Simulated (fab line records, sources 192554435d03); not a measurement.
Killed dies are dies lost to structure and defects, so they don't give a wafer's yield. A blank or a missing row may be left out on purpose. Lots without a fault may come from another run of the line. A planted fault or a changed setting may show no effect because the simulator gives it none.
fab line records | flow n5_finfet
record lots=24 wafers=72 last_day=19
route steps=1938 shown BEOL_M10@1502 BEOL_M11@1540
lots that met no fault: from a run of the same line without faults
start_h: hours from the record's first day to the start of the lot's first wafer shown | wait_h: hours since the lot's step before | " the same as in the row above | L1.1+2: a row that stands for several wafers | - no value, or no start given | * or withheld: withheld | < > ~ a bound
route shown NAME@n: a module of which the file shows steps, and the number in the route of the first | usual: mean/standard deviation of fault-free wafers | same: alike in all rows | chamber/n: place in a boat | sites: the reading at each site | _std_site: their standard deviation | _edge_site: outer sites' mean less inner sites' | radius_mm: how far each site lies from the wafer's centre | mask NAME#n: copy n | behind: the tool/chamber that last shaped the wafer | hold: why the lot was held/for how many hours/how that ended | device: the transistor (n, p or np) that didn't switch | end of line: the same wafers' tests at the end of the route | a step without rows: its recipe alone | killed: dies lost to structure and defects at the first sort, not the wafer's yield | map: a wafer's dies, x killed, . not, _ none there
set.NAME: the setting as run; set.NAME@STEP: as run at that earlier step | model.NAME: the simulator's own value behind a step, which no gauge read
steps of the route over a sample of lots; a table a step, a row a wafer
services: from which hour (start_h, from the record's first day; less than 0 if before it) a tool's chamber was out of use, for how many hours, and why
## steps
# step N5_BEOL_M10_CD_MEAS_28
# recipe target_cd_nm=70 landing_energy_ev=500 detector=se_inlens polarity=opening
# usual cd_nm=69.6/0.95
# columns lot.wafer tool chamber start_h wait_h cd_nm
L074.4 cd_sem-03 0 236.55 - 68.5
L074.5 " 0 " " 69.7
L074.6 " 0 " " 69.7
L075.1 cd_sem-02 0 250.21 - 69.1
L075.2 " 0 " " 70.2
L075.4 " 0 " " 69.2
L076.1 cd_sem-02 0 257.28 - 68.8
L076.3 " 0 " " 69.3
L076.4 " 0 " " 68.9
L077.1 cd_sem-03 0 257.44 - 68.2
L077.2 " 0 " " 68.3
L077.3 " 0 " " 68.1
L078.2 cd_sem-02 0 261.63 - 69.9
L078.4 " 0 " " 70.3
L078.5 " 0 " " 69.3
L080.1 cd_sem-02 0 269.84 - 70.4
L080.2 " 0 " " 70.0
L080.6 " 0 " " 70.5
L081.1 cd_sem-02 0 278.12 - 68.5
L081.3 " 0 " " 69.1
L081.4 " 0 " " 70.2
L079.2 cd_sem-03 0 291.37 - 67.4
L079.3 " 0 " " 67.2
L079.6 " 0 " " 68.3
L082.2 cd_sem-02 0 295.13 - 68.7
L082.3 " 0 " " 68.6
L082.4 " 0 " " 69.0
L083.1 cd_sem-02 0 298.62 - 69.3
L083.4 " 0 " " 69.2
L083.6 " 0 " " 68.9
L084.3 cd_sem-02 0 307.30 - 68.9
L084.5 " 0 " " 69.1
L084.6 " 0 " " 68.7
L087.1 cd_sem-02 0 311.17 - 70.4
L087.3 " 0 " " 70.2
L087.6 " 0 " " 70.1
L088.2 cd_sem-02 0 325.33 - 69.6
L088.4 " 0 " " 69.2
L088.6 " 0 " " 68.8
L085.4 cd_sem-02 0 325.37 - 70.3
L085.5 " 0 " " 71.1
L085.6 " 0 " " 70.9
L089.1 cd_sem-01 0 333.87 - 70.6
L089.4 " 0 " " 69.9
L089.6 " 0 " " 70.7
L086.1 cd_sem-01 0 334.05 - 70.0
L086.4 " 0 " " 69.6
L086.5 " 0 " " 70.4
L091.4 cd_sem-02 0 336.31 - 69.6
L091.5 " 0 " " 69.7
L091.6 " 0 " " 70.0
L092.1 cd_sem-02 0 357.53 - 69.6
L092.2 " 0 " " 69.0
L092.5 " 0 " " 68.7
L095.2 cd_sem-01 0 357.57 - 68.8
L095.3 " 0 " " 68.3
L095.6 " 0 " " 68.9
L090.2 cd_sem-03 0 357.61 - 69.8
L090.3 " 0 " " 70.4
L090.4 " 0 " " 71.0
L093.2 cd_sem-01 0 360.59 - 69.1
L093.4 " 0 " " 70.6
L093.5 " 0 " " 69.3
L094.2 cd_sem-03 0 382.01 - 70.6
L094.4 " 0 " " 71.4
L094.5 " 0 " " 72.2
L096.3 cd_sem-02 0 390.37 - 68.8
L096.4 " 0 " " 69.4
L096.6 " 0 " " 70.4
L097.3 cd_sem-02 0 399.22 - 70.5
L097.4 " 0 " " 70.5
L097.5 " 0 " " 70.5
# step N5_BEOL_M10_INSPECT_30
# recipe mode=adi inspect_instrument=brightfield
# usual raw_defect_count=419/85
# columns lot.wafer tool chamber start_h wait_h raw_defect_count
L074.4 defect_inspect-02 - 236.60 0.0 273
L074.5 " - " " 438
L074.6 " - " " 340
L075.1 defect_inspect-02 - 250.27 0.0 482
L075.2 " - " " 513
L075.4 " - " " 645
L076.1 defect_inspect-02 - 257.33 0.0 463
L076.3 " - " " 396
L076.4 " - " " 514
L077.1 defect_inspect-02 - 257.50 0.0 295
L077.2 " - " " 434
L077.3 " - " " 377
L078.2 defect_inspect-01 - 261.69 0.0 335
L078.4 " - " " 296
L078.5 " - " " 406
L080.1 defect_inspect-02 - 269.89 0.0 405
L080.2 " - " " 463
L080.6 " - " " 463
L081.1 defect_inspect-01 - 278.17 0.0 365
L081.3 " - " " 291
L081.4 " - " " 427
L079.2 defect_inspect-01 - 291.42 0.0 466
L079.3 " - " " 583
L079.6 " - " " 444
L082.2 defect_inspect-02 - 295.18 0.0 482
L082.3 " - " " 345
L082.4 " - " " 357
L083.1 defect_inspect-02 - 298.67 0.0 311
L083.4 " - " " 388
L083.6 " - " " 401
L084.3 defect_inspect-02 - 307.35 0.0 394
L084.5 " - " " 346
L084.6 " - " " 425
L087.1 defect_inspect-02 - 311.22 0.0 260
L087.3 " - " " 591
L087.6 " - " " 424
L088.2 defect_inspect-02 - 325.38 0.0 526
L088.4 " - " " 610
L088.6 " - " " 586
L085.4 defect_inspect-01 - 325.42 0.0 481
L085.5 " - " " 443
L085.6 " - " " 419
L089.1 defect_inspect-02 - 333.93 0.0 463
L089.4 " - " " 420
L089.6 " - " " 407
L086.1 defect_inspect-02 - 334.12 0.0 469
L086.4 " - " " 413
L086.5 " - " " 391
L091.4 defect_inspect-01 - 336.36 0.0 394
L091.5 " - " " 531
L091.6 " - " " 452
L092.1 defect_inspect-02 - 357.58 0.0 340
L092.2 " - " " 291
L092.5 " - " " 450
L095.2 defect_inspect-02 - 357.62 0.0 302
L095.3 " - " " 307
L095.6 " - " " 529
L090.2 defect_inspect-02 - 357.67 0.0 412
L090.3 " - " " 417
L090.4 " - " " 437
L093.2 defect_inspect-02 - 360.64 0.0 310
L093.4 " - " " 312
L093.5 " - " " 298
L094.2 defect_inspect-01 - 382.06 0.0 385
L094.4 " - " " 432
L094.5 " - " " 451
L096.3 defect_inspect-01 - 390.42 0.0 406
L096.4 " - " " 432
L096.6 " - " " 283
L097.3 defect_inspect-02 - 399.27 0.0 523
L097.4 " - " " 387
L097.5 " - " " 423
# step N5_BEOL_M10_OCD_MEAS_38
# usual trench_depth_nm=149.2/1.4
# columns lot.wafer tool chamber start_h wait_h trench_depth_nm
L074.4 ocd-02 - 237.13 - 150.7
L074.5 " - " " 150.0
L074.6 " - " " 149.5
L075.1 ocd-02 - 251.11 - 146.4
L075.2 " - " " 149.4
L075.4 " - " " 150.2
L076.1 ocd-02 - 257.86 - 148.8
L076.3 " - " " 151.1
L076.4 " - " " 152.1
L077.1 ocd-01 - 258.32 - 149.6
L077.2 " - " " 147.1
L077.3 " - " " 149.4
L078.2 ocd-02 - 262.60 - 148.5
L078.4 " - " " 146.4
L078.5 " - " " 148.8
L080.1 ocd-01 - 270.42 - 149.7
L080.2 " - " " 150.7
L080.6 " - " " 151.1
L081.1 ocd-02 - 278.70 - 150.5
L081.3 " - " " 150.5
L081.4 " - " " 149.6
L079.2 ocd-02 - 292.06 - 150.7
L079.3 " - " " 150.1
L079.6 " - " " 150.6
L082.2 ocd-02 - 295.71 - 147.7
L082.3 " - " " 148.1
L082.4 " - " " 148.0
L083.1 ocd-01 - 299.20 - 149.6
L083.4 " - " " 147.7
L083.6 " - " " 148.6
L084.3 ocd-01 - 307.89 - 149.6
L084.5 " - " " 148.7
L084.6 " - " " 147.6
L087.1 ocd-01 - 311.75 - 145.8
L087.3 " - " " 147.9
L087.6 " - " " 145.7
L088.2 ocd-02 - 325.91 - 149.7
L088.4 " - " " 150.3
L088.6 " - " " 150.4
L085.4 ocd-01 - 325.95 - 151.8
L085.5 " - " " 148.2
L085.6 " - " " 151.1
L089.1 ocd-01 - 334.45 - 149.4
L089.4 " - " " 148.9
L089.6 " - " " 151.3
L086.1 ocd-01 - 334.71 - 151.0
L086.4 " - " " 149.5
L086.5 " - " " 148.8
L091.4 ocd-01 - 336.95 - 146.8
L091.5 " - " " 148.7
L091.6 " - " " 145.7
L092.1 ocd-02 - 358.31 - 148.1
L092.2 " - " " 151.4
L092.5 " - " " 148.6
L090.2 ocd-01 - 358.78 - 151.9
L090.3 " - " " 148.3
L090.4 " - " " 148.6
L095.2 ocd-02 - 358.92 - 149.9
L095.3 " - " " 149.6
L095.6 " - " " 150.2
L093.2 ocd-01 - 361.23 - 148.7
L093.4 " - " " 150.2
L093.5 " - " " 147.0
L094.2 ocd-02 - 383.10 - 148.5
L094.4 " - " " 149.7
L094.5 " - " " 149.9
L096.3 ocd-01 - 391.30 - 150.5
L096.4 " - " " 150.4
L096.6 " - " " 148.4
L097.3 ocd-01 - 399.80 - 148.3
L097.4 " - " " 148.6
L097.5 " - " " 149.2
# step N5_BEOL_M10_ALD_74
# recipe material=TaN target_thk_a=20 temp_c=275 ald_precursor_family=PDMAT ald_co_reactant=NH3 pressure_torr=3 carrier_flow_sccm=1500 pulse_time_s=2 purge_time_s=3 co_reactant_purge_time_s=2 co_reactant_pulse_time_s=3 ald_cycles=40 precursor_vessel_temp_c=75 precursor_vessel_pressure_torr=26.25 precursor_vessel_carrier_sccm=1000
# usual heater_power_w=431/38
# same ald_cycles=40 co_reactant_purge_time_s=2
# columns lot.wafer tool chamber start_h wait_h heater_power_w
L074.4 ald_metal-02 2 238.24 0.2 401
L074.5 " 0 " " 483
L074.6 " 1 " " 513
L075.1 ald_metal-02 1 251.81 0.0 512
L075.2 " 2 " " 405
L075.4 " 3 " " 453
L076.1 ald_metal-03 3 259.69 0.2 358
L076.3 " 1 " " 416
L076.4 " 2 " " 452
L077.1 ald_metal-02 2 259.85 0.1 396
L077.2 " 0 " " 493
L077.3 " 3 " " 441
L078.2 ald_metal-04 0 263.25 0.0 428
L078.4 " 1 " " 413
L078.5 " 3 " " 412
L080.1 ald_metal-02 1 271.35 0.0 495
L080.2 " 3 " " 446
L080.6 " 0 " " 500
L081.1 ald_metal-03 3 280.22 0.1 339
L081.3 " 0 " " 451
L081.4 " 1 " " 423
L079.2 ald_metal-04 2 292.94 0.1 443
L079.3 " 0 " " 420
L079.6 " 3 " " 426
L082.2 ald_metal-03 3 296.34 0.0 351
L082.3 " 0 " " 466
L082.4 " 2 " " 448
L083.1 ald_metal-02 0 299.95 0.1 497
L083.4 " 1 " " 501
L083.6 " 0 " " 500
L084.3 ald_metal-04 1 309.02 0.0 419
L084.5 " 1 " " 409
L084.6 " 0 " " 426
L087.1 ald_metal-04 1 312.61 0.0 413
L087.3 " 3 " " 428
L087.6 " 0 " " 419
L085.4 ald_metal-04 3 326.66 0.0 432
L085.5 " 3 " " 425
L085.6 " 0 " " 425
L088.2 ald_metal-02 2 326.86 0.0 407
L088.4 " 3 " " 440
L088.6 " 2 " " 415
L089.1 ald_metal-04 0 335.44 0.1 428
L089.4 " 0 " " 429
L089.6 " 1 " " 422
L086.1 ald_metal-03 0 335.66 0.1 464
L086.4 " 2 " " 452
L086.5 " 2 " " 454
L091.4 ald_metal-04 3 337.71 0.2 418
L091.5 " 1 " " 406
L091.6 " 0 " " 427
L092.1 ald_metal-04 3 358.96 0.0 431
L092.2 " 1 " " 407
L092.5 " 1 " " 421
L090.2 ald_metal-04 2 361.34 0.0 464
L090.3 " 0 " " 418
L090.4 " 1 " " 406
L095.2 ald_metal-03 1 361.38 0.0 406
L095.3 " 3 " " 341
L095.6 " 1 " " 400
L093.2 ald_metal-04 2 361.89 0.0 452
L093.4 " 0 " " 411
L093.5 " 2 " " 462
L094.2 ald_metal-04 0 384.11 0.2 429
L094.4 " 2 " " 456
L094.5 " 3 " " 419
L096.3 ald_metal-03 1 392.15 0.0 415
L096.4 " 2 " " 421
L096.6 " 0 " " 422
L097.3 ald_metal-03 1 400.70 0.0 398
L097.4 " 2 " " 416
L097.5 " 2 " " 418
# step N5_BEOL_M10_ANNEAL_51
# recipe temp_c=225 time_s=90 ambient=N2
# usual wafer_temp_C_max=226.12/0.25
# columns lot.wafer tool chamber start_h wait_h wafer_temp_C_max
L074.4 rtp_anneal-02 0 239.49 0.3 226.04
L074.5 " 0 " " 225.84
L074.6 " 0 " " 226.51
L075.1 rtp_anneal-01 0 254.20 0.1 225.78
L075.2 " 0 " " 225.80
L075.4 " 0 " " 225.99
L076.1 rtp_anneal-01 0 260.63 0.1 226.39
L076.3 " 0 " " 225.74
L076.4 " 0 " " 226.21
L077.1 rtp_anneal-02 0 261.24 0.5 226.05
L077.2 " 0 " " 226.03
L077.3 " 0 " " 225.82
L078.2 rtp_anneal-01 0 264.13 0.2 226.60
L078.4 " 0 " " 226.74
L078.5 " 0 " " 226.16
L080.1 rtp_anneal-02 0 272.13 0.1 225.95
L080.2 " 0 " " 225.69
L080.6 " 0 " " 226.10
L081.1 rtp_anneal-01 0 281.07 0.1 226.38
L081.3 " 0 " " 226.25
L081.4 " 0 " " 226.50
L079.2 rtp_anneal-01 0 295.55 0.1 226.18
L079.3 " 0 " " 226.58
L079.6 " 0 " " 226.27
L082.2 rtp_anneal-02 0 297.47 0.4 226.04
L082.3 " 0 " " 226.25
L082.4 " 0 " " 226.46
L083.1 rtp_anneal-01 0 301.04 0.3 226.39
L083.4 " 0 " " 226.01
L083.6 " 0 " " 225.91
L084.3 rtp_anneal-02 0 310.08 0.1 225.99
L084.5 " 0 " " 226.23
L084.6 " 0 " " 225.91
L087.1 rtp_anneal-01 0 314.77 0.2 226.41
L087.3 " 0 " " 226.40
L087.6 " 0 " " 226.03
L085.4 rtp_anneal-02 0 328.06 0.4 225.77
L085.5 " 0 " " 225.90
L085.6 " 0 " " 225.71
L088.2 rtp_anneal-01 0 328.28 0.6 226.05
L088.4 " 0 " " 225.96
L088.6 " 0 " " 226.55
L089.1 rtp_anneal-02 0 337.39 0.2 225.97
L089.4 " 0 " " 225.95
L089.6 " 0 " " 226.14
L086.1 rtp_anneal-01 0 337.93 0.2 225.88
L086.4 " 0 " " 225.82
L086.5 " 0 " " 226.16
L091.4 rtp_anneal-01 0 341.11 0.2 225.99
L091.5 " 0 " " 226.35
L091.6 " 0 " " 225.87
L092.1 rtp_anneal-02 0 361.29 0.1 226.06
L092.2 " 0 " " 225.99
L092.5 " 0 " " 225.94
L090.2 rtp_anneal-01 0 362.14 0.1 226.41
L090.3 " 0 " " 226.31
L090.4 " 0 " " 225.98
L095.2 rtp_anneal-02 0 362.26 0.1 225.69
L095.3 " 0 " " 225.98
L095.6 " 0 " " 226.19
L093.2 rtp_anneal-02 0 364.39 1.1 226.13
L093.4 " 0 " " 226.11
L093.5 " 0 " " 226.66
L094.2 rtp_anneal-02 0 386.17 0.1 226.08
L094.4 " 0 " " 226.09
L094.5 " 0 " " 225.92
L096.3 rtp_anneal-01 0 393.39 0.5 225.95
L096.4 " 0 " " 226.17
L096.6 " 0 " " 226.13
L097.3 rtp_anneal-01 0 401.70 0.1 226.02
L097.4 " 0 " " 226.21
L097.5 " 0 " " 225.94
# step N5_BEOL_M11_HM_DEP_02
# recipe material=TiN target_thk_a=200 temp_c=25 chamber_pressure_pa=0.49996
# usual throttle_valve_pct=30.6/1.4
# columns lot.wafer tool chamber start_h wait_h throttle_valve_pct
L074.4 pvd_sputter-03 - 241.85 1.0 32.7
L074.5 " - " " 30.5
L074.6 " - " " 32.3
L075.1 pvd_sputter-01 - 257.85 2.2 31.6
L075.2 " - " " 30.7
L075.4 " - " " 29.8
L076.1 pvd_sputter-03 - 262.93 0.8 30.8
L076.3 " - " " 32.6
L076.4 " - " " 30.7
L077.1 pvd_sputter-03 - 263.11 0.4 30.7
L077.2 " - " " 30.5
L077.3 " - " " 29.1
L078.2 pvd_sputter-03 - 266.93 0.9 32.9
L078.4 " - " " 30.6
L078.5 " - " " 29.1
L080.1 pvd_sputter-03 - 275.35 1.8 30.7
L080.2 " - " " 32.7
L080.6 " - " " 30.8
L081.1 pvd_sputter-02 - 284.80 2.3 30.9
L081.3 " - " " 28.3
L081.4 " - " " 31.1
L079.2 pvd_sputter-02 - 299.01 2.1 31.2
L079.3 " - " " 28.2
L079.6 " - " " 30.8
L082.2 pvd_sputter-01 - 299.55 0.7 33.1
L082.3 " - " " 29.8
L082.4 " - " " 30.6
L083.1 pvd_sputter-02 - 304.12 1.6 29.6
L083.4 " - " " 31.2
L083.6 " - " " 28.0
L084.3 pvd_sputter-03 - 312.59 0.6 29.1
L084.5 " - " " 32.8
L084.6 " - " " 30.5
L087.1 pvd_sputter-03 - 317.58 0.8 29.2
L087.3 " - " " 32.6
L087.6 " - " " 32.6
L085.4 pvd_sputter-01 - 330.63 1.3 30.0
L085.5 " - " " 31.4
L085.6 " - " " 30.6
L088.2 pvd_sputter-02 - 330.80 0.9 30.7
L088.4 " - " " 29.4
L088.6 " - " " 30.7
L089.1 pvd_sputter-01 - 340.98 2.1 29.7
L089.4 " - " " 30.7
L089.6 " - " " 29.7
L086.1 pvd_sputter-01 - 341.28 1.9 33.1
L086.4 " - " " 30.7
L086.5 " - " " 29.7
L091.4 pvd_sputter-01 - 342.64 0.2 31.3
L091.5 " - " " 33.1
L091.6 " - " " 30.2
L092.1 pvd_sputter-02 - 364.34 1.6 29.2
L092.2 " - " " 30.3
L092.5 " - " " 30.5
L090.2 pvd_sputter-02 - 364.54 1.0 29.4
L090.3 " - " " 31.2
L090.4 " - " " 30.8
L095.2 pvd_sputter-02 - 364.68 1.0 30.5
L095.3 " - " " 28.1
L095.6 " - " " 27.8
L093.2 pvd_sputter-03 - 366.22 0.4 32.5
L093.4 " - " " 30.7
L093.5 " - " " 29.1
L094.2 pvd_sputter-02 - 388.54 1.0 28.3
L094.4 " - " " 29.7
L094.5 " - " " 28.4
L096.3 pvd_sputter-03 - 395.37 0.3 29.0
L096.4 " - " " 32.6
L096.6 " - " " 30.7
L097.3 pvd_sputter-01 - 403.91 0.4 30.3
L097.4 " - " " 30.6
L097.5 " - " " 29.9
## services
# columns tool chamber start_h hours kind
rtp_anneal-01 - 245.16 5.3 pm
ald_metal-03 - 247.70 6.0 pm
ald_metal-04 - 250.63 1.1 repair
ald_metal-03 2 262.37 6.3 repair
ald_metal-02 3 267.21 2.2 repair
ald_metal-04 - 275.06 6.0 pm
pvd_sputter-02 - 277.88 6.1 repair
pvd_sputter-03 - 298.65 1.0 repair
rtp_anneal-02 - 299.35 4.8 pm
ald_metal-02 1 313.83 16.6 repair
ald_metal-04 2 328.00 33.1 repair
ald_metal-03 - 337.25 14.0 pm
ald_metal-03 0 337.25 14.0 vent_cycle
ald_metal-03 1 337.25 14.0 vent_cycle
ald_metal-03 2 337.25 14.0 vent_cycle
ald_metal-03 3 337.25 14.0 vent_cycle
ald_metal-02 0 345.89 8.5 repair
ald_metal-03 0 351.25 - clean
ald_metal-03 1 351.25 - clean
ald_metal-02 - 362.91 0.8 repair
ald_metal-04 - 365.96 0.2 repair
pvd_sputter-02 - 366.77 0.8 repair
ald_metal-04 0 368.92 6.1 repair
pvd_sputter-01 - 376.77 2.2 repair
## key
fault none
